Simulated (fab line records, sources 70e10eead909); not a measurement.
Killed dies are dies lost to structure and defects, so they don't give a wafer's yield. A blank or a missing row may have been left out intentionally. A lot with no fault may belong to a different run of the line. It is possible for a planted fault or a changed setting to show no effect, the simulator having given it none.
fab line records + flow nand-harc
[record]
- lots = 6
- wafers = 18
- last-day = 24
route steps=1159 shown A_CHANNEL_HOLE_D1@483 A_CHANNEL_FILL_D1@490 END@1159
lots untouched by any fault: they come from a run of this same line in which no faults occurred
start-h: hours from the record's first day to the start of the lot's first wafer shown + wait-h: time in hours since the lot's previous step + " identical to the entry in the row above + L1.1+2: one row covering several wafers at once + - value missing, or start not given + * or withheld: withheld + < > ~ a bound
route shown NAME@n: NAME is a module with steps in the file, n the number in the route of the first one + usual: average and standard deviation across the fault-free wafers + same: alike in all rows + chamber/n: place in a boat + sites: readings site by site + _std_site: the values' standard deviation + _edge_site: the outer-site mean with the inner-site mean subtracted + radius-mm: how far each site lies from the wafer's centre + mask NAME#n: copy n + behind: the tool/chamber that last shaped the wafer + hold: cause of the lot's hold/its duration in hours/its outcome + device: which transistor (n, p or np) failed to switch + end of line: the same wafers' tests at the end of the route + where a step has no rows: the recipe by itself + killed: the dies lost at the first sort to structure and to defects; this is not the yield of the wafer + map: shows each die of a wafer: x if killed, . if not, _ if none is there
set.NAME: setting as actually run; set.NAME@STEP: the setting as run at that earlier step + model.NAME: the simulator's own value behind a step, which no gauge read
a table for each step, a row for each wafer; lots at some steps of the route
services: a tool's chamber out of use, with start hour (start-h, from the record's first day; less than 0 if before it), hours out, and reason
[[steps]]
[step NHARC_A_CHANNEL_HOLE_D1_ETCH_44]
[recipe]
- target-depth-a = 1400
- overetch-a = 140
- time-s = 77
- ion-energy-ev = 100
- cf4-flow-sccm = 80
- o2-flow-sccm = 20
- ar-flow-sccm = 0
- rf-w = 300
- bias-w = 100
- chemistry = CF4/O2
[usual]
- cf4-flow-sccm = 80.00/0.23
- drypump-motor-current-A = 5.7/0.45
- oes_ar_750_au = 1.000/0.0046
- oes-product-au = 1.000/0.0064
- rf-vpp-V = 197.6/1.3
- showerhead-plenum-p-Torr = 1.33/0.05
- throttle-valve-pct = 13.396/0.0088
| lot.wafer | tool        | chamber | start-h | wait-h | cf4-flow-sccm | drypump-motor-current-A | oes_ar_750_au | oes-product-au | rf-hours-counter-h | rf-vpp-V | showerhead-plenum-p-Torr | throttle-valve-pct |
|-----------|-------------|---------|---------|--------|---------------|-------------------------|---------------|----------------|--------------------|----------|--------------------------|--------------------|
| L703.1    | rie-diel-09 | 0       | 172.58  | 0.1    | 80.23         | 6.2                     | 1.000         | 1.003          | 6                  | 195.4    | 1.29                     | 13.391             |
| L703.2    | "           | 1       | "       | "      | 80.19         | 5.9                     | 1.000         | 0.999          | 7                  | 197.9    | 1.36                     | 13.391             |
| L703.3    | "           | 2       | "       | "      | 79.62         | 4.8                     | 0.997         | 1.015          | 6                  | 196.3    | 1.27                     | 13.373             |
| L709.4    | rie-diel-13 | 2       | 197.32  | 0.1    | 80.72         | 5.1                     | 0.999         | 0.987          | 7                  | 194.9    | 1.27                     | 13.393             |
| L709.1    | "           | 3       | "       | "      | 79.86         | 5.7                     | 1.006         | 1.002          | 7                  | 199.4    | 1.41                     | 13.399             |
| L709.5    | "           | 2       | "       | "      | 80.50         | 5.1                     | 0.993         | 1.000          | -                  | 196.2    | 1.27                     | 13.388             |
| L715.3    | rie-diel-05 | 3       | 256.15  | 0.1    | 80.03         | 6.4                     | 1.000         | 0.997          | 8                  | 198.1    | 1.34                     | 13.392             |
| L715.5    | "           | 3       | "       | "      | 80.17         | 6.4                     | 0.998         | 1.003          | -                  | 198.1    | 1.34                     | 13.394             |
| L715.6    | "           | 0       | "       | "      | 79.83         | 6.0                     | 0.996         | 0.992          | -                  | 198.9    | 1.37                     | 13.387             |
| L716.3    | rie-diel-13 | 1       | 256.58  | 0.1    | 79.76         | 5.4                     | 0.998         | 1.008          | 12                 | 198.6    | 1.39                     | 13.394             |
| L716.2    | "           | 2       | "       | "      | 79.83         | 5.1                     | 0.990         | 1.013          | 10                 | 196.4    | 1.27                     | 13.392             |
| L716.6    | "           | 0       | "       | "      | 80.12         | 5.9                     | 1.006         | 1.013          | -                  | 195.7    | 1.29                     | 13.391             |
| L723.1    | rie-diel-13 | 1       | 301.45  | 0.1    | 80.32         | 5.4                     | 1.003         | 1.002          | 0                  | 197.8    | 1.39                     | 13.398             |
| L723.6    | "           | 3       | "       | "      | 79.83         | 5.6                     | 1.000         | 1.009          | -                  | 199.5    | 1.41                     | 13.403             |
| L723.5    | "           | 0       | "       | "      | 80.32         | 5.9                     | 1.006         | 1.002          | -                  | 196.8    | 1.29                     | 13.402             |
| L724.4    | rie-diel-09 | 2       | 302.11  | 0.1    | 79.97         | 4.8                     | 1.009         | 1.000          | -                  | 197.5    | 1.27                     | 13.403             |
| L724.5    | "           | 3       | "       | "      | 79.95         | 5.9                     | 0.997         | 1.001          | -                  | 199.0    | 1.37                     | 13.387             |
| L724.6    | "           | 0       | "       | "      | 80.19         | 6.1                     | 1.004         | 0.997          | -                  | 197.5    | 1.28                     | 13.382             |
[step NHARC_A_CHANNEL_HOLE_D1_STRIP_27]
[recipe]
- o2-flow-sccm = 500
- ar-flow-sccm = 0
- bias-w = 0
- chemistry = O2
[step NHARC_A_CHANNEL_HOLE_D1_PRECLEAN_28]
[recipe]
- time-s = *
- temp-c = 50
- bath-age-min = 0
- chemistry = SC1
[step NHARC_A_CHANNEL_HOLE_D1_SRD_29]
[step NHARC_A_CHANNEL_HOLE_D1_CD_MEAS_30]
[usual]
- cd-nm = 90.6/0.96
| lot.wafer | tool      | chamber | start-h | wait-h | cd-nm |
|-----------|-----------|---------|---------|--------|-------|
| L703.1    | cd-sem-02 | -       | 173.36  | -      | 90.2  |
| L703.2    | "         | -       | "       | "      | 91.4  |
| L703.3    | "         | -       | "       | "      | 90.6  |
| L709.1    | cd-sem-03 | -       | 198.12  | -      | 90.5  |
| L709.4    | "         | -       | "       | "      | 92.0  |
| L709.5    | "         | -       | "       | "      | 93.1  |
| L715.3    | cd-sem-01 | -       | 256.96  | -      | 91.1  |
| L715.5    | "         | -       | "       | "      | 90.5  |
| L715.6    | "         | -       | "       | "      | 91.3  |
| L716.2    | cd-sem-01 | -       | 257.36  | -      | 90.1  |
| L716.3    | "         | -       | "       | "      | 88.7  |
| L716.6    | "         | -       | "       | "      | 89.1  |
| L723.1    | cd-sem-02 | -       | 302.25  | -      | 89.6  |
| L723.5    | "         | -       | "       | "      | 92.8  |
| L723.6    | "         | -       | "       | "      | 90.6  |
| L724.4    | cd-sem-01 | -       | 303.00  | -      | 89.8  |
| L724.5    | "         | -       | "       | "      | 90.5  |
| L724.6    | "         | -       | "       | "      | 90.5  |
[step NHARC_A_CHANNEL_HOLE_D1_XSEM_31]
[recipe]
- landing-energy-ev = 35000
[usual]
- bot-cd-nm = 75.2/1.1
- bow-nm = 8.57/0.23
- tilt-deg = 0.08/0.032
| lot.wafer | tool    | chamber | start-h | wait-h | bot-cd-nm | bow-nm | tilt-deg |
|-----------|---------|---------|---------|--------|-----------|--------|----------|
| L703.1    | xsem-02 | 0       | 173.45  | 0.1    | 74.2      | 8.62   | 0.01     |
| L703.2    | "       | 0       | "       | "      | 75.7      | 8.54   | 0.01     |
| L703.3    | "       | 0       | "       | "      | 74.4      | 8.55   | 0.01     |
| L709.1    | xsem-02 | 0       | 198.22  | 0.1    | 76.1      | 8.24   | 0.11     |
| L709.4    | "       | 0       | "       | "      | 77.0      | 8.24   | 0.10     |
| L709.5    | "       | 0       | "       | "      | 78.3      | 8.27   | 0.11     |
| L715.3    | xsem-02 | 0       | 257.07  | 0.1    | 76.5      | 8.86   | 0.12     |
| L715.5    | "       | 0       | "       | "      | 75.5      | 8.92   | 0.12     |
| L715.6    | "       | 0       | "       | "      | 76.5      | 8.92   | 0.12     |
| L716.2    | xsem-01 | 0       | 257.45  | 0.1    | 74.3      | 8.53   | 0.09     |
| L716.3    | "       | 0       | "       | "      | 73.8      | 8.57   | 0.09     |
| L716.6    | "       | 0       | "       | "      | 74.2      | 8.52   | 0.09     |
| L723.1    | xsem-01 | 0       | 302.34  | 0.1    | 73.8      | 8.16   | 0.10     |
| L723.5    | "       | 0       | "       | "      | 76.6      | 8.21   | 0.10     |
| L723.6    | "       | 0       | "       | "      | 74.7      | 8.17   | 0.10     |
| L724.4    | xsem-01 | 0       | 303.09  | 0.1    | 74.8      | 8.21   | 0.05     |
| L724.5    | "       | 0       | "       | "      | 75.2      | 8.27   | 0.05     |
| L724.6    | "       | 0       | "       | "      | 75.5      | 8.20   | 0.06     |
[step NHARC_A_CHANNEL_HOLE_D1_INSPECT_40]
[usual]
- raw-defect-count = 62/17
| lot.wafer | tool              | chamber | start-h | wait-h | raw-defect-count |
|-----------|-------------------|---------|---------|--------|------------------|
| L703.1    | defect-inspect-02 | -       | 173.55  | -      | 63               |
| L703.2    | "                 | -       | "       | "      | 64               |
| L703.3    | "                 | -       | "       | "      | 62               |
| L709.1    | defect-inspect-01 | -       | 198.31  | -      | 67               |
| L709.4    | "                 | -       | "       | "      | 34               |
| L709.5    | "                 | -       | "       | "      | 74               |
| L715.3    | defect-inspect-01 | -       | 257.16  | -      | 70               |
| L715.5    | "                 | -       | "       | "      | 74               |
| L715.6    | "                 | -       | "       | "      | 71               |
| L716.2    | defect-inspect-01 | -       | 257.54  | -      | 50               |
| L716.3    | "                 | -       | "       | "      | 81               |
| L716.6    | "                 | -       | "       | "      | 77               |
| L723.1    | defect-inspect-01 | -       | 302.45  | -      | 82               |
| L723.5    | "                 | -       | "       | "      | 76               |
| L723.6    | "                 | -       | "       | "      | 85               |
| L724.4    | defect-inspect-01 | -       | 303.18  | -      | 60               |
| L724.5    | "                 | -       | "       | "      | 57               |
| L724.6    | "                 | -       | "       | "      | 43               |
[step NHARC_A_CHANNEL_FILL_D1_PRECLEAN_00]
[recipe]
- time-s = *
- temp-c = 50
- bath-age-min = 0
- chemistry = SC1
[step NHARC_A_CHANNEL_FILL_D1_SRD_01]
[step NHARC_A_CHANNEL_FILL_D1_ALD_02]
[recipe]
- target-thk-a = 60
- pulse-time-s = 10
- ald-cycles = 60
- temp-c = 300
- material = SiO2
[usual]
- ald-cycles = 60/0
- heater-power-w = 442/45
- precursor-pulse-height-rel = 0.997/0.021
| lot.wafer | tool      | chamber | start-h | wait-h | ald-cycles | heater-power-w | precursor-pulse-height-rel |
|-----------|-----------|---------|---------|--------|------------|----------------|----------------------------|
| L703.3    | ald-hk-01 | 3       | 173.79  | 0.1    | 60         | 471            | 1.020                      |
| L703.2    | "         | 0       | "       | "      | 60         | 424            | 0.985                      |
| L703.1    | "         | 2       | "       | "      | 60         | 363            | 1.015                      |
| L709.4    | ald-hk-01 | 0       | 198.52  | -      | 60         | 432            | 0.976                      |
| L709.1    | "         | 2       | "       | "      | 60         | 364            | 0.965                      |
| L709.5    | "         | 0       | "       | "      | 60         | 446            | 1.019                      |
| L715.3    | ald-hk-01 | 0       | 257.54  | 0.3    | 60         | 425            | 1.026                      |
| L715.5    | "         | 2       | "       | "      | 60         | 385            | 0.967                      |
| L715.6    | "         | 3       | "       | "      | 60         | 471            | 1.017                      |
| L716.3    | ald-hk-04 | 1       | 257.74  | -      | 60         | 451            | 0.994                      |
| L716.2    | "         | 0       | "       | "      | 60         | 390            | 1.010                      |
| L716.6    | "         | 1       | "       | "      | 60         | 439            | 0.998                      |
| L723.1    | ald-hk-01 | 2       | 302.64  | -      | 60         | 388            | 1.021                      |
| L723.6    | "         | 2       | "       | "      | 60         | 393            | 0.975                      |
| L723.5    | "         | 3       | "       | "      | 60         | 464            | 1.006                      |
| L724.4    | ald-hk-02 | 2       | 303.38  | -      | 60         | 523            | 0.955                      |
| L724.5    | "         | 2       | "       | "      | 60         | 525            | 0.983                      |
| L724.6    | "         | 3       | "       | "      | 60         | 415            | 1.002                      |
[step NHARC_A_CHANNEL_FILL_D1_ALD_03]
[recipe]
- target-thk-a = 60
- pulse-time-s = 60
- ald-cycles = 58
- temp-c = 630
- pressure-torr = 2
- material = SiNx
[usual]
- ald-cycles = 58/0
- precursor-pulse-height-rel = 1.000/0.021
| lot.wafer | tool             | chamber | start-h | wait-h | ald-cycles | precursor-pulse-height-rel |
|-----------|------------------|---------|---------|--------|------------|----------------------------|
| L703.1    | ald-sin-batch-03 | 0       | -       | -      | 58         | 1.000                      |
| L703.2    | "                | 0       | "       | "      | 58         | 1.005                      |
| L703.3    | "                | 0       | "       | "      | 58         | 0.998                      |
| L709.1    | ald-sin-batch-02 | 0       | -       | -      | 58         | 0.970                      |
| L709.4    | "                | 0       | "       | "      | 58         | 0.982                      |
| L709.5    | "                | 0       | "       | "      | 58         | 1.020                      |
| L715.3    | ald-sin-batch-01 | 0       | -       | -      | 58         | 1.005                      |
| L715.5    | "                | 0       | "       | "      | 58         | 1.058                      |
| L715.6    | "                | 0       | "       | "      | 58         | 0.956                      |
| L716.2    | ald-sin-batch-01 | 0       | -       | -      | 58         | 0.986                      |
| L716.3    | "                | 0       | "       | "      | 58         | 0.976                      |
| L716.6    | "                | 0       | "       | "      | 58         | 1.032                      |
| L723.1    | ald-sin-batch-03 | 0       | -       | -      | 58         | 0.976                      |
| L723.5    | "                | 0       | "       | "      | 58         | 0.995                      |
| L723.6    | "                | 0       | "       | "      | 58         | 1.015                      |
| L724.4    | ald-sin-batch-03 | 0       | -       | -      | 58         | 1.012                      |
| L724.5    | "                | 0       | "       | "      | 58         | 0.983                      |
| L724.6    | "                | 0       | "       | "      | 58         | 1.005                      |
[step NHARC_A_CHANNEL_FILL_D1_ALD_14]
[recipe]
- target-thk-a = 25
- pulse-time-s = 10
- ald-cycles = 25
- temp-c = 300
- material = SiO2
[step NHARC_A_CHANNEL_FILL_D1_ALD_15]
[recipe]
- target-thk-a = 20
- pulse-time-s = 60
- ald-cycles = 19
- temp-c = 630
- pressure-torr = 2
- material = SiNx
[usual]
- ald-cycles = 19/0
- precursor-pulse-height-rel = 1.000/0.02
| lot.wafer | tool             | chamber | start-h | wait-h | ald-cycles | precursor-pulse-height-rel |
|-----------|------------------|---------|---------|--------|------------|----------------------------|
| L703.1    | ald-sin-batch-02 | 0       | 183.94  | -      | 19         | 0.981                      |
| L703.2    | "                | 0       | "       | "      | 19         | 0.970                      |
| L703.3    | "                | 0       | "       | "      | 19         | 0.993                      |
| L709.1    | ald-sin-batch-02 | 0       | 208.66  | -      | 19         | 1.021                      |
| L709.4    | "                | 0       | "       | "      | 19         | 1.040                      |
| L709.5    | "                | 0       | "       | "      | 19         | 1.011                      |
| L715.3    | ald-sin-batch-02 | 0       | 267.58  | -      | 24         | 1.002                      |
| L715.5    | "                | 0       | "       | "      | 24         | 0.990                      |
| L715.6    | "                | 0       | "       | "      | 24         | 0.992                      |
| L716.2    | ald-sin-batch-02 | 0       | 267.58  | -      | 24         | 0.997                      |
| L716.3    | "                | 0       | "       | "      | 24         | 0.980                      |
| L716.6    | "                | 0       | "       | "      | 24         | 0.991                      |
| L723.1    | ald-sin-batch-01 | 0       | 312.78  | -      | 19         | 1.043                      |
| L723.5    | "                | 0       | "       | "      | 19         | 1.008                      |
| L723.6    | "                | 0       | "       | "      | 19         | 1.016                      |
| L724.4    | ald-sin-batch-01 | 0       | 312.78  | -      | 19         | 1.025                      |
| L724.5    | "                | 0       | "       | "      | 19         | 1.005                      |
| L724.6    | "                | 0       | "       | "      | 19         | 1.009                      |
[step NHARC_A_CHANNEL_FILL_D1_ALD_16]
[recipe]
- target-thk-a = 15
- pulse-time-s = 10
- ald-cycles = 15
- temp-c = 300
- material = SiO2
[usual]
- ald-cycles = 15/0
- heater-power-w = 453/48
- precursor-pulse-height-rel = 1.000/0.02
| lot.wafer | tool      | chamber | start-h | wait-h | ald-cycles | heater-power-w | precursor-pulse-height-rel |
|-----------|-----------|---------|---------|--------|------------|----------------|----------------------------|
| L703.1    | ald-hk-01 | 2       | 186.19  | 0.2    | 15         | 360            | 0.977                      |
| L703.2    | "         | 3       | "       | "      | 15         | 479            | 1.000                      |
| L703.3    | "         | 1       | "       | "      | 15         | 464            | 0.999                      |
| L709.1    | ald-hk-02 | 0       | 210.71  | 0.0    | 15         | 468            | 1.036                      |
| L709.4    | "         | 3       | "       | "      | 15         | 431            | 0.989                      |
| L709.5    | "         | 1       | "       | "      | 15         | 455            | 0.985                      |
| L716.3    | ald-hk-04 | 0       | 269.65  | 0.0    | 15         | 407            | 1.023                      |
| L716.2    | "         | 2       | "       | "      | 15         | 397            | 0.966                      |
| L716.6    | "         | 0       | "       | "      | 15         | 404            | 1.010                      |
| L715.3    | ald-hk-02 | 1       | 269.69  | 0.1    | 15         | 452            | 0.979                      |
| L715.5    | "         | 0       | "       | "      | 15         | 467            | 0.992                      |
| L715.6    | "         | 1       | "       | "      | 15         | 460            | 1.005                      |
| L724.4    | ald-hk-01 | 1       | 316.13  | 1.3    | 15         | 507            | 1.003                      |
| L724.5    | "         | 0       | "       | "      | 15         | 421            | 0.994                      |
| L724.6    | "         | 1       | "       | "      | 15         | 484            | 1.027                      |
| L723.1    | ald-hk-01 | 3       | 316.26  | 1.5    | 15         | 489            | 0.982                      |
| L723.5    | "         | 3       | "       | "      | 15         | 474            | 1.029                      |
| L723.6    | "         | 0       | "       | "      | 15         | 424            | 0.990                      |
[step NHARC_END_SORT_01]
[recipe]
- temp-c = 25
[usual]
- killed-at-array = 28/12
- killed-at-other = 0.8/1.1
- killed-at-periphery = 3.6/2.3
- killed-dies = 32/12
- killed-open = 3.4/1.9
- killed-short = 2.0/1.3
[same]
- gross-dies = 677
| lot.wafer | tool      | chamber | start-h | wait-h | killed-at-array | killed-at-other | killed-at-periphery | killed-dies | killed-open | killed-short |
|-----------|-----------|---------|---------|--------|-----------------|-----------------|---------------------|-------------|-------------|--------------|
| L703.1    | prober-01 | 0       | 433.05  | 2.5    | 40              | 0               | 0                   | 40          | 2           | 3            |
| L703.2    | prober-01 | 0       | 433.85  | 2.8    | 49              | 1               | 1                   | 51          | 5           | 3            |
| L703.3    | prober-01 | 0       | 434.64  | 3.1    | 49              | 0               | 3                   | 52          | 4           | 1            |
| L716.2    | prober-02 | 0       | 504.82  | 2.8    | 12              | 1               | 6                   | 19          | 3           | 0            |
| L716.3    | prober-02 | 0       | 505.62  | 3.1    | 11              | 0               | 6                   | 17          | 4           | 1            |
| L716.6    | prober-02 | 0       | 508.02  | 4.0    | 13              | 0               | 8                   | 21          | 3           | 4            |
| L715.3    | prober-02 | 0       | 513.45  | 3.1    | 27              | 6               | 3                   | 36          | 4           | 0            |
| L715.5    | prober-02 | 0       | 515.06  | 3.7    | 23              | 3               | 10                  | 36          | 4           | 2            |
| L715.6    | prober-02 | 0       | 515.86  | 4.0    | 23              | 2               | 3                   | 28          | 3           | 1            |
| L723.1    | prober-01 | 0       | 562.64  | 2.5    | 52              | 0               | 1                   | 53          | 4           | 1            |
| L723.5    | prober-01 | 0       | 565.84  | 3.7    | 53              | 1               | 3                   | 57          | 1           | 2            |
| L723.6    | prober-01 | 0       | 566.64  | 4.0    | 48              | 1               | 0                   | 49          | 0           | 4            |
| L724.4    | prober-02 | 0       | 569.97  | 3.4    | 23              | 0               | 2                   | 25          | 3           | 3            |
| L724.5    | prober-02 | 0       | 570.76  | 3.7    | 27              | 0               | 5                   | 32          | 2           | 4            |
| L724.6    | prober-02 | 0       | 571.56  | 4.0    | 20              | 0               | 5                   | 25          | 2           | 2            |
// killed by level:class
L703.1 A_STAIRCASE:chamber-film-flake=11 A_CHANNEL_HOLE_D1:chamber-film-flake=10 A_SLIT:chamber-film-flake=10 A_CONTACT:chamber-film-flake=4 A_SOURCE_PLATE:geometric-particle:open=1 A_ONON_D1:geometric-particle:short=1 A_WL_FILL:geometric-particle:short=1 A_CONTACT:geometric-particle:short=1
L703.2 A_CHANNEL_HOLE_D1:chamber-film-flake=12 A_STAIRCASE:chamber-film-flake=12 A_SLIT:chamber-film-flake=10 A_CONTACT:chamber-film-flake=6 A_CHANNEL_FILL_D1:geometric-particle:open=2 A_CHANNEL_FILL_D1:chamber-film-flake=2 A_ONON_D1:geometric-particle:short=1 A_CHANNEL_HOLE_D1:geometric-particle:open=1
L703.3 A_SLIT:chamber-film-flake=16 A_STAIRCASE:chamber-film-flake=13 A_CHANNEL_HOLE_D1:chamber-film-flake=11 A_CONTACT:chamber-film-flake=5 P_M1:chamber-film-flake=2 P_STI:geometric-particle:open=1 A_SOURCE_PLATE:geometric-particle:open=1 A_CHANNEL_FILL_D1:geometric-particle:open=1
L716.2 A_CHANNEL_HOLE_D1:chamber-film-flake=6 P_BONDPAD:chamber-film-flake=4 A_STAIRCASE:chamber-film-flake=3 P_CONTACT:geometric-particle:open=1 A_ONON_D1:geometric-particle:open=1 A_CONTACT:geometric-particle:open=1 P_ZERO_WELL:chamber-film-flake=1 A_WL_FILL:chamber-film-flake=1
L716.3 A_CHANNEL_HOLE_D1:chamber-film-flake=5 A_CONTACT:geometric-particle:open=2 P_GATE:chamber-film-flake=2 P_M1:chamber-film-flake=2 A_ONON_D1:geometric-particle:open=1 A_ONON_D1:geometric-particle:short=1 A_CHANNEL_HOLE_D1:geometric-particle:open=1 P_ZERO_WELL:chamber-film-flake=1
L716.6 P_BONDPAD:chamber-film-flake=3 A_CHANNEL_HOLE_D1:chamber-film-flake=3 A_STAIRCASE:chamber-film-flake=3 A_CHANNEL_FILL_D1:geometric-particle:short=2 P_M1:chamber-film-flake=2 P_CONTACT:geometric-particle:open=1 P_M0:geometric-particle:short=1 A_CHANNEL_HOLE_D1:geometric-particle:short=1
L715.3 A_CHANNEL_HOLE_D1:chamber-film-flake=19 THIN_TSV:chamber-film-flake=6 A_STAIRCASE:chamber-film-flake=2 A_M1:chamber-film-flake=2 P_M2:geometric-particle:open=1 A_CHANNEL_HOLE_D1:geometric-particle:open=1 A_WL_FILL:geometric-particle:open=1 A_CONTACT:geometric-particle:open=1
L715.5 A_CHANNEL_HOLE_D1:chamber-film-flake=15 A_STAIRCASE:chamber-film-flake=5 P_M1:chamber-film-flake=3 THIN_TSV:chamber-film-flake=3 P_GATE:chamber-film-flake=2 P_GATE:geometric-particle:short=1 P_CONTACT:geometric-particle:open=1 P_M0:geometric-particle:open=1
L715.6 A_CHANNEL_HOLE_D1:chamber-film-flake=12 A_CONTACT:chamber-film-flake=5 A_M1:chamber-film-flake=2 THIN_TSV:chamber-film-flake=2 P_GATE:geometric-particle:open=1 P_M2:geometric-particle:short=1 A_STAIRCASE:geometric-particle:open=1 A_CONTACT:geometric-particle:open=1
L723.1 A_CHANNEL_HOLE_D1:chamber-film-flake=20 A_SLIT:chamber-film-flake=16 A_CONTACT:chamber-film-flake=6 A_STAIRCASE:chamber-film-flake=4 A_CONTACT:geometric-particle:open=2 A_CHANNEL_FILL_D1:geometric-particle:open=1 A_WL_FILL:geometric-particle:short=1 A_WL_FILL:geometric-particle:open=1
L723.5 A_CHANNEL_HOLE_D1:chamber-film-flake=24 A_SLIT:chamber-film-flake=17 A_CONTACT:chamber-film-flake=8 P_GATE:chamber-film-flake=3 A_ONON_D1:geometric-particle:short=1 A_WL_FILL:geometric-particle:short=1 A_CONTACT:geometric-particle:open=1 A_STAIRCASE:chamber-film-flake=1
L723.6 A_SLIT:chamber-film-flake=20 A_CHANNEL_HOLE_D1:chamber-film-flake=15 A_STAIRCASE:chamber-film-flake=5 A_CONTACT:chamber-film-flake=4 A_WL_FILL:geometric-particle:short=2 A_CHANNEL_FILL_D1:geometric-particle:short=1 A_SLIT:geometric-particle:short=1 THIN_TSV:chamber-film-flake=1
L724.4 A_CHANNEL_HOLE_D1:chamber-film-flake=7 A_CONTACT:chamber-film-flake=7 A_CONTACT:geometric-particle:open=2 A_M0:chamber-film-flake=2 P_M0:geometric-particle:short=1 A_SGD_CUT:geometric-particle:short=1 A_WL_FILL:geometric-particle:open=1 A_CONTACT:geometric-particle:short=1
L724.5 A_CONTACT:chamber-film-flake=7 A_CHANNEL_HOLE_D1:chamber-film-flake=6 A_M0:chamber-film-flake=5 P_GATE:chamber-film-flake=4 A_STAIRCASE:chamber-film-flake=2 P_GATE:geometric-particle:short=1 A_ONON_D1:geometric-particle:open=1 A_ONON_D1:geometric-particle:short=1
L724.6 A_CHANNEL_HOLE_D1:chamber-film-flake=6 A_M0:chamber-film-flake=4 A_CONTACT:chamber-film-flake=4 P_STI:chamber-film-flake=2 P_GATE:chamber-film-flake=2 A_STAIRCASE:chamber-film-flake=2 A_SGD_CUT:geometric-particle:short=1 A_WL_FILL:geometric-particle:short=1
[[services]]
| tool             | chamber | start-h | hours | kind       |
|------------------|---------|---------|-------|------------|
| rie-diel-13      | 0       | 157.00  | -     | clean      |
| rie-diel-13      | 1       | 157.00  | -     | clean      |
| rie-diel-13      | 2       | 157.00  | -     | clean      |
| rie-diel-05      | -       | 163.74  | 9.0   | pm         |
| ald-hk-04        | -       | 189.57  | 10.0  | pm         |
| ald-sin-batch-02 | -       | 216.23  | 2.5   | repair     |
| rie-diel-05      | 0       | 225.50  | 20.3  | repair     |
| ald-hk-01        | 2       | 231.53  | 10.0  | vent-cycle |
| ald-hk-01        | 3       | 231.53  | 10.0  | vent-cycle |
| ald-hk-01        | 0       | 241.53  | -     | clean      |
| ald-hk-01        | 1       | 241.53  | -     | clean      |
| ald-hk-01        | 2       | 241.53  | -     | clean      |
| ald-hk-01        | 3       | 241.53  | -     | clean      |
| rie-diel-13      | -       | 252.87  | 1.6   | repair     |
| rie-diel-09      | -       | 254.10  | 9.0   | pm         |
| rie-diel-13      | 2       | 258.73  | 2.7   | repair     |
| rie-diel-05      | -       | 266.59  | 1.9   | repair     |
| rie-diel-13      | -       | 276.00  | 9.0   | pm         |
| ald-hk-02        | -       | 282.70  | 10.0  | pm         |
| rie-diel-13      | 2       | 288.21  | 7.7   | repair     |
| rie-diel-09      | 3       | 297.72  | 2.8   | repair     |
| xsem-02          | -       | 302.00  | 14.0  | pm         |
| rie-diel-09      | 1       | 302.05  | 9.4   | repair     |
| ald-sin-batch-03 | -       | 314.00  | 26.0  | pm         |
[[key]]
[first-sign]
- step = NHARC_A_CHANNEL_FILL_D1_ALD_15
- reading = ald-cycles
- direction = up
- sigmas = 99+
- usual = 19
- struck = 24
effect none on later readings
met-at NHARC_A_CHANNEL_FILL_D1_ALD_15
struck-wafers L715.3,L715.5,L715.6,L716.2,L716.3,L716.6
tester-left-out L715,L716
onset-between 208.66 267.58
[fault]
- kind = process-parameter-drift
- tool = ald-sin-batch-02
- chamber = -
- onset-h = 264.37
- steps = NHARC_A_CHANNEL_FILL_D1_ALD_15
- channel = ald-cycles
- offset = 5
- shape = step
- end-h = 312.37
- acts-in = these-recipes-only
- stated = 19
// tester-left-out: of these lots the tester's yield and bins aren't shown, on N5 and GAA mostly nor the transistor test; their killed dies are dies lost to structure and defects alone, not to doping, threshold or leakage, so they don't give the yield
